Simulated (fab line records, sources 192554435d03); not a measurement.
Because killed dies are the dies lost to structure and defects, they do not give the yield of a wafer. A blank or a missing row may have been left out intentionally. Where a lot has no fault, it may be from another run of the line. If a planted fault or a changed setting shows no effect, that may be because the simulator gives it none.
Matching of chambers ; flow n5Finfet ; rieDiel-06 running N5_BEOL_M8_DESCUM_33: 4 sister chambers
The step chemistry O2, time 7 s. 4 wafers are shown with their chamber, then 8 later ones without.

== EACH WAFER AND ITS CHAMBER ==
wafer;chamber;showerheadPlenumPTorr (Torr)
L083.1;3;2.23
L090.1;0;1.98
L090.4;2;2.06
L093.3;1;2.06

== WAFERS WITH NO CHAMBER GIVEN ==
wafer;showerheadPlenumPTorr (Torr)
L093.4;2.22
L093.6;2.22
L094.1;2.22
L094.4;1.98
L094.5;2.06
L095.1;2.06
L095.4;2.22
L095.6;2.06

== EACH ONE'S CHAMBER ==
wafer;from the rows above;in truth
L093.4;3;3
L093.6;3;3
L094.1;3;3
L094.4;0;0
L094.5;can't be placed: 1 or 2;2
L095.1;can't be placed: 1 or 2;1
L095.4;3;3
L095.6;can't be placed: 1 or 2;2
Correct placement for 5 of the 8. From these rows, 3 cannot be placed; in 3 the true chamber is one of the candidates. Placed wrongly: 0.
How it was worked out, from the rows above alone: a wafer's distance from a chamber is the root of the sum, over the readings, of the square of ((its reading less the chamber's mean) divided by the reading's scatter). The wafer belongs to the nearest chamber; if the next one is less than 2 further off, it can't be placed. The mean given for a chamber averages the wafers shown for that chamber. The scatter: with one shown wafer a chamber, the root of the mean of the squares of how far each hidden wafer lies from its nearest shown one.
